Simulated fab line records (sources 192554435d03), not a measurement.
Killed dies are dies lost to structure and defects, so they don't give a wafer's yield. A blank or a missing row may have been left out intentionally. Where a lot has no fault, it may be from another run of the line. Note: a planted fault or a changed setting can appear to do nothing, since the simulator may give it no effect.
Matching of chambers || flow n5Finfet || 3 sister chambers for N5_BEOL_M5_CO_CAP_78 on cvdCo-01
The step material Co, precursor CCTBA/H2, target thk 2 nm, time 102.1 s. 3 wafers are shown with their chamber, then 12 later ones without.

## EACH WAFER AND ITS CHAMBER
{"wafer": "L091.5", "chamber": 2, "heaterPowerW (W)": 219}
{"wafer": "L092.4", "chamber": 0, "heaterPowerW (W)": 244}
{"wafer": "L092.6", "chamber": 1, "heaterPowerW (W)": 235}

## WAFERS WITH NO CHAMBER GIVEN
{"wafer": "L093.2", "heaterPowerW (W)": 226}
{"wafer": "L093.3", "heaterPowerW (W)": 236}
{"wafer": "L093.6", "heaterPowerW (W)": 230}
{"wafer": "L097.1", "heaterPowerW (W)": 228}
{"wafer": "L097.2", "heaterPowerW (W)": 250}
{"wafer": "L097.3", "heaterPowerW (W)": 234}
{"wafer": "L097.4", "heaterPowerW (W)": 233}
{"wafer": "L097.5", "heaterPowerW (W)": 245}
{"wafer": "L097.6", "heaterPowerW (W)": 220}
{"wafer": "L096.1", "heaterPowerW (W)": 247}
{"wafer": "L096.3", "heaterPowerW (W)": 236}
{"wafer": "L096.5", "heaterPowerW (W)": 226}

## THE CHAMBER EACH PASSED THROUGH
{"wafer": "L093.2", "from the rows above": "can't be placed: 2 or 1", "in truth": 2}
{"wafer": "L093.3", "from the rows above": "can't be placed: 1 or 0", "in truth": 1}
{"wafer": "L093.6", "from the rows above": "can't be placed: 1 or 2", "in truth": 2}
{"wafer": "L097.1", "from the rows above": "can't be placed: 1 or 2", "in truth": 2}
{"wafer": "L097.2", "from the rows above": 0, "in truth": 0}
{"wafer": "L097.3", "from the rows above": 1, "in truth": 1}
{"wafer": "L097.4", "from the rows above": 1, "in truth": 1}
{"wafer": "L097.5", "from the rows above": 0, "in truth": 0}
{"wafer": "L097.6", "from the rows above": 2, "in truth": 2}
{"wafer": "L096.1", "from the rows above": 0, "in truth": 0}
{"wafer": "L096.3", "from the rows above": "can't be placed: 1 or 0", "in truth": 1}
{"wafer": "L096.5", "from the rows above": "can't be placed: 2 or 1", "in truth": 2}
Correctly placed: 6 of 12. Not placeable from these rows: 6 (in 6, the candidates include the true chamber). Number placed wrongly: 0.
How it was worked out, from the rows above alone: a wafer's distance from a chamber is the root of the sum, over the readings, of the square of ((its reading less the chamber's mean) divided by the reading's scatter). The wafer belongs to the nearest chamber; if the next one is less than 2 further off, it can't be placed. A chamber's mean is the mean of its shown wafers. The scatter: root of mean squared gap, hidden wafer to nearest shown wafer, with one shown wafer a chamber.
